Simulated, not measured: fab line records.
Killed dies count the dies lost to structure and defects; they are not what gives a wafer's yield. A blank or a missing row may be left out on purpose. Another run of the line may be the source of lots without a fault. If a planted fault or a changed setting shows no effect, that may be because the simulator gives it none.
fab line records	flow n5_finfet	part 2 of 2: steps 19 to 31 of 31
[record] lots = 5	wafers = 15	last_day = 19
route steps=1938 shown BEOL_M15@1821 PASS1_DEP@1831 MIM_BOT@1832 MIM_TOP@1834 MIM_TOP_LITHO@1839 MIM_TOP_ETCH@1851
lots with no fault: from the same line, run without faults
start_h: hours from the record's first day to the start of the lot's first wafer shown	wait_h: hours since the lot's step before	" the same as in the row above	L1.1+2: several wafers, shown together as one row	- either no value or no given start	* or withheld: withheld	< > ~ a bound
route shown NAME@n: NAME is a module with steps in the file, n the number in the route of the first one	usual: the fault-free wafers' mean and standard deviation	same: alike in all rows	chamber/n: place in a boat	sites: the reading at each site	_std_site: standard deviation of those values	_edge_site: the outer-site mean with the inner-site mean subtracted	radius_mm: for every site, how far away it sits from the centre of the wafer	mask NAME#n: copy n	behind: tool/chamber where the wafer was last shaped	hold: cause of the lot's hold/its duration in hours/its outcome	device: whichever transistor did not switch (one of n, p or np)	end of line: the route-end tests of the same wafers	where a step has no rows: the recipe by itself	killed: at the first sort, the dies lost to defects and structure; wafer yield is something else	map: the dies of a wafer, with x for killed, . for not killed, _ for no die there
set.NAME: the setting that was run; set.NAME@STEP: the one run at that earlier step	model.NAME: the simulator's own value behind a step, which no gauge read
certain route steps with their lots: each step a table, each wafer a row
services: from which hour (start_h, from the record's first day; less than 0 if before it) a tool's chamber was out of use, for how many hours, and why
[[steps]]
[step N5_MIM_TOP_LITHO_HMDS_01]
[recipe] time_s = 60	temp_c = 120
[usual] plate_temp_C = 120.01/0.13
lot.wafer	tool	chamber	start_h	wait_h	plate_temp_C
L076.1	litho_track-01	0	260.29	0.1	119.85
L076.5	"	0	"	"	119.72
L076.6	"	0	"	"	119.99
L085.2	litho_track-03	0	303.95	0.1	120.01
L085.4	"	0	"	"	120.00
L085.5	"	0	"	"	120.11
L093.1	litho_track-04	0	421.68	0.1	120.05
L093.2	"	0	"	"	119.92
L093.5	"	0	"	"	119.97
L095.1	litho_track-01	0	438.00	0.1	119.97
L095.2	"	0	"	"	120.10
L095.4	"	0	"	"	120.07
L097.1	litho_track-01	0	448.58	0.1	119.92
L097.2	"	0	"	"	119.75
L097.3	"	0	"	"	119.93
[step N5_MIM_TOP_LITHO_COAT_02]
[recipe] spin_rpm = *	resist_thk_nm = *
lot.wafer	tool	chamber	start_h	wait_h
L076.1+5+6	litho_track-01	0	-	-
L085.2+4+5	litho_track-03	0	-	-
L093.1+2+5	litho_track-04	0	-	-
L095.1+2+4	litho_track-01	0	-	-
L097.1+2+3	litho_track-01	0	-	-
[step N5_MIM_TOP_LITHO_EBR_04]
[recipe] solvent = PGMEA	ebr_width_mm = 1.5
lot.wafer	tool	chamber	start_h	wait_h
L076.1+5+6	litho_track-01	0	-	-
L085.2+4+5	litho_track-03	0	-	-
L093.1+2+5	litho_track-04	0	-	-
L095.1+2+4	litho_track-01	0	-	-
L097.1+2+3	litho_track-01	0	-	-
[step N5_MIM_TOP_LITHO_SOFTBAKE_03]
[recipe] temp_c = 100	time_s = 90
[usual] plate_temp_C = 100.00/0.12
lot.wafer	tool	chamber	start_h	wait_h	plate_temp_C
L076.1	litho_track-01	0	-	-	99.94
L076.5	"	0	"	"	100.00
L076.6	"	0	"	"	99.83
L085.2	litho_track-03	0	-	-	100.17
L085.4	"	0	"	"	100.05
L085.5	"	0	"	"	99.85
L093.1	litho_track-04	0	-	-	100.10
L093.2	"	0	"	"	99.94
L093.5	"	0	"	"	100.16
L095.1	litho_track-01	0	-	-	100.05
L095.2	"	0	"	"	99.89
L095.4	"	0	"	"	100.06
L097.1	litho_track-01	0	-	-	99.85
L097.2	"	0	"	"	100.00
L097.3	"	0	"	"	100.04
[step N5_MIM_TOP_LITHO_EXPOSE_05]
[recipe] mask_id = MIM_TOP	na = 0.55	source_shape = conventional	sigma_outer = 0.8	polarization = unpolarized	target_cd_nm = 2000	dose_mj = 20.5
[same] sigma_outer = 0.8
lot.wafer	tool	chamber	start_h	wait_h	mask
L076.1+5+6	krf_scanner-01	0	260.40	-	MIM_TOP#0
L085.2+4+5	krf_scanner-01	0	304.06	-	MIM_TOP#0
L093.1+2+5	krf_scanner-01	0	421.79	-	MIM_TOP#0
L095.1+2+4	krf_scanner-01	0	438.23	-	MIM_TOP#0
L097.1+2+3	krf_scanner-01	0	448.69	-	MIM_TOP#0
[step N5_MIM_TOP_LITHO_PEB_06]
[recipe] peb_temp_c = withheld	peb_time_s = *
lot.wafer	tool	chamber	start_h	wait_h
L076.1+5+6	litho_track-01	0	260.45	0.1
L085.2+4+5	litho_track-04	0	304.11	0.0
L093.1+2+5	litho_track-03	0	421.85	0.1
L095.1+2+4	litho_track-01	0	438.29	0.1
L097.1+2+3	litho_track-01	0	448.75	0.1
[step N5_MIM_TOP_LITHO_DEVELOP_07]
[recipe] develop_time_s = 60	rinse_liquid = diw	dry = air_spin	dev_temp_c = 21
[same] develop_time_s = 60
lot.wafer	tool	chamber	start_h	wait_h
L076.1+5+6	litho_track-01	0	-	-
L085.2+4+5	litho_track-04	0	-	-
L093.1+2+5	litho_track-03	0	-	-
L095.1+2+4	litho_track-01	0	-	-
L097.1+2+3	litho_track-01	0	-	-
[step N5_MIM_TOP_LITHO_HARDBAKE_09]
[recipe] temp_c = 130	time_s = 120
[usual] plate_temp_C = 129.96/0.13
lot.wafer	tool	chamber	start_h	wait_h	plate_temp_C
L076.1	litho_track-01	0	-	-	129.89
L076.5	"	0	"	"	129.82
L076.6	"	0	"	"	129.98
L085.2	litho_track-04	0	-	-	129.97
L085.4	"	0	"	"	129.92
L085.5	"	0	"	"	129.93
L093.1	litho_track-03	0	-	-	130.15
L093.2	"	0	"	"	130.08
L093.5	"	0	"	"	130.06
L095.1	litho_track-01	0	-	-	130.02
L095.2	"	0	"	"	129.84
L095.4	"	0	"	"	129.72
L097.1	litho_track-01	0	-	-	130.04
L097.2	"	0	"	"	130.11
L097.3	"	0	"	"	130.07
[step N5_MIM_TOP_LITHO_CD_MEAS_08]
[recipe] target_cd_nm = 2000	landing_energy_ev = 500	detector = se_inlens
[usual] cd_nm = 1999.1/2
lot.wafer	tool	chamber	start_h	wait_h	cd_nm
L076.1	cd_sem-02	0	260.57	-	1996.4
L076.5	"	0	"	"	1999.1
L076.6	"	0	"	"	1996.5
L085.2	cd_sem-02	0	304.23	-	1998.3
L085.4	"	0	"	"	1997.4
L085.5	"	0	"	"	1998.0
L093.1	cd_sem-02	0	421.96	-	2000.6
L093.2	"	0	"	"	1999.7
L093.5	"	0	"	"	2001.8
L095.1	cd_sem-03	0	438.41	-	1999.9
L095.2	"	0	"	"	1998.1
L095.4	"	0	"	"	1999.2
L097.1	cd_sem-02	0	448.87	-	1997.3
L097.2	"	0	"	"	1998.7
L097.3	"	0	"	"	1999.2
[step N5_MIM_TOP_LITHO_OVL_MEAS_11]
[recipe] points_per_wafer = 44
[usual] MIM_TOP_OVL = -2/4.4
lot.wafer	tool	chamber	start_h	wait_h	MIM_TOP_OVL[nm]
L076.1	overlay-02	0	260.60	0.0	5
L076.5	"	0	"	"	-2
L076.6	"	0	"	"	-5
L085.2	overlay-02	0	304.26	0.0	4
L085.4	"	0	"	"	-10
L085.5	"	0	"	"	-4
L093.1	overlay-02	0	422.00	0.0	-10
L093.2	"	0	"	"	-2
L093.5	"	0	"	"	-2
L095.1	overlay-02	0	438.44	0.0	-6
L095.2	"	0	"	"	-1
L095.4	"	0	"	"	-3
L097.1	overlay-01	0	448.90	0.0	-4
L097.2	"	0	"	"	-1
L097.3	"	0	"	"	3
[step N5_MIM_TOP_LITHO_INSPECT_12]
[recipe] mode = adi	inspect_instrument = macro
[usual] raw_defect_count = 1.9/1.4
lot.wafer	tool	chamber	start_h	wait_h	raw_defect_count
L076.1	defect_inspect-01	-	260.63	0.0	0
L076.5	"	-	"	"	2
L076.6	"	-	"	"	1
L085.2	defect_inspect-02	-	304.29	0.0	0
L085.4	"	-	"	"	0
L085.5	"	-	"	"	3
L093.1	defect_inspect-01	-	422.02	0.0	1
L093.2	"	-	"	"	0
L093.5	"	-	"	"	1
L095.1	defect_inspect-01	-	438.46	0.0	3
L095.2	"	-	"	"	3
L095.4	"	-	"	"	1
L097.1	defect_inspect-02	-	448.92	0.0	2
L097.2	"	-	"	"	1
L097.3	"	-	"	"	3
[step N5_MIM_TOP_LITHO_DESCUM_10]
[recipe] chemistry = O2	time_s = 7.9	source_power_w = 50	bias_power_w = 20	pressure_mtorr = 20	rf_frequency_hz = 2.712e+07	temp_c = 40	o2_flow_sccm = 225
[usual] drypump_motor_current_A = 5.7/0.43	oes_product_au = 0.79/0.069	rf_vpp_V = 242.9/1.2	showerhead_plenum_p_Torr = 2.08/0.054	throttle_valve_pct = 20.39/0.23
lot.wafer	tool	chamber	start_h	wait_h	drypump_motor_current_A	oes_product_au	rf_hours_counter_h	rf_vpp_V	showerhead_plenum_p_Torr	throttle_valve_pct
L076.1	rie_diel-06	0	260.66	0.0	5.5	0.81	99	243.7	2.12	20.17
L076.5	"	0	"	"	5.4	0.82	-	243.9	2.12	20.18
L076.6	"	1	"	"	5.3	0.68	-	241.1	1.96	20.42
L085.2	rie_diel-01	3	304.32	0.0	6.0	0.74	152	242.5	2.07	20.61
L085.4	"	1	"	"	6.0	0.78	122	242.9	2.10	20.28
L085.5	"	1	"	"	6.0	0.78	-	242.7	2.10	20.27
L093.1	rie_diel-06	1	422.18	0.2	5.3	0.91	31	244.3	2.21	20.12
L093.2	"	3	"	"	5.6	0.87	49	243.2	2.04	20.30
L093.5	"	0	"	"	5.5	0.77	-	243.5	2.10	20.24
L095.1	rie_diel-01	3	438.58	0.1	6.0	0.70	198	244.3	2.05	20.69
L095.2	"	2	"	"	5.4	0.77	135	241.7	2.02	20.65
L095.4	"	1	"	"	6.0	0.74	167	243.0	2.09	20.34
L097.1	rie_diel-01	3	449.04	0.1	6.0	0.70	202	244.0	2.05	20.69
L097.2	"	2	"	"	5.4	0.77	137	241.6	2.02	20.67
L097.3	"	1	"	"	6.0	0.73	170	242.5	2.09	20.34
[step N5_MIM_TOP_ETCH_ETCH_00]
[recipe] chemistry = Cl2/BCl3	target = TiN	target_depth_a = 385	ion_energy_ev = 150	pressure_mtorr = 10	icp_w = 1000	bias_w = 126	Cl2_flow_sccm = 53.25	bcl3_flow_sccm = 21.75	Ar_flow_sccm = 25
[usual] drypump_motor_current_A = 5.9/0.35	oes_product_au = 0.80/0.056	throttle_valve_pct = 22.75/0.15
lot.wafer	tool	chamber	start_h	wait_h	drypump_motor_current_A	oes_product_au	rf_hours_counter_h	throttle_valve_pct
L076.1	rie_metal-01	1	260.75	0.1	6.2	0.78	40	22.68
L076.5	"	0	"	"	5.6	0.89	-	22.59
L076.6	"	1	"	"	6.2	0.78	-	22.68
L085.2	rie_metal-02	0	304.41	0.1	6.2	0.86	19	22.73
L085.4	"	1	"	"	5.3	0.80	-	22.99
L085.5	"	0	"	"	6.2	0.85	-	22.73
L093.1	rie_metal-01	1	422.27	0.1	6.2	0.75	52	22.70
L093.2	"	0	"	"	5.6	0.84	22	22.63
L093.5	"	1	"	"	6.2	0.74	-	22.70
L095.1	rie_metal-02	1	438.78	0.2	5.3	0.79	39	23.00
L095.2	"	0	"	"	6.2	0.83	28	22.75
L095.4	"	0	"	"	6.2	0.84	-	22.75
L097.1	rie_metal-03	0	449.13	0.1	6.0	0.69	69	22.56
L097.2	"	1	"	"	5.9	0.77	45	22.84
L097.3	"	0	"	"	5.9	0.69	-	22.56
[[services]]
tool	chamber	start_h	hours	kind
krf_scanner-01	-	243.64	0.8	pm
ald_hk-02	-	245.35	6.0	pm
ald_hk-02	-	253.04	4.3	repair
cmp-02	-	254.58	1.5	repair
krf_scanner-01	-	256.76	1.0	pm
ald_hk-02	-	276.43	0.9	repair
pecvd-04	-	289.65	1.4	repair
pecvd-01	-	295.24	5.5	pm
ecd_cu-01	-	296.74	0.5	repair
pvd_sputter-01	-	303.96	11.5	repair
rie_diel-01	2	315.19	3.4	repair
rie_diel-01	0	316.28	5.0	repair
krf_scanner-01	-	334.48	0.6	repair
pecvd-01	-	346.46	0.5	repair
rtp_anneal-01	-	352.62	3.9	pm
rie_diel-01	2	362.38	15.4	repair
krf_scanner-01	-	371.94	1.3	pm
krf_scanner-01	-	402.39	2.3	repair
pvd_sputter-02	-	408.76	24.6	repair
krf_scanner-01	-	412.44	0.8	pm
ald_hk-02	-	417.83	0.8	repair
pecvd-04	-	424.73	1.7	repair
krf_scanner-01	-	428.19	1.0	pm
pecvd-04	-	439.66	1.9	repair
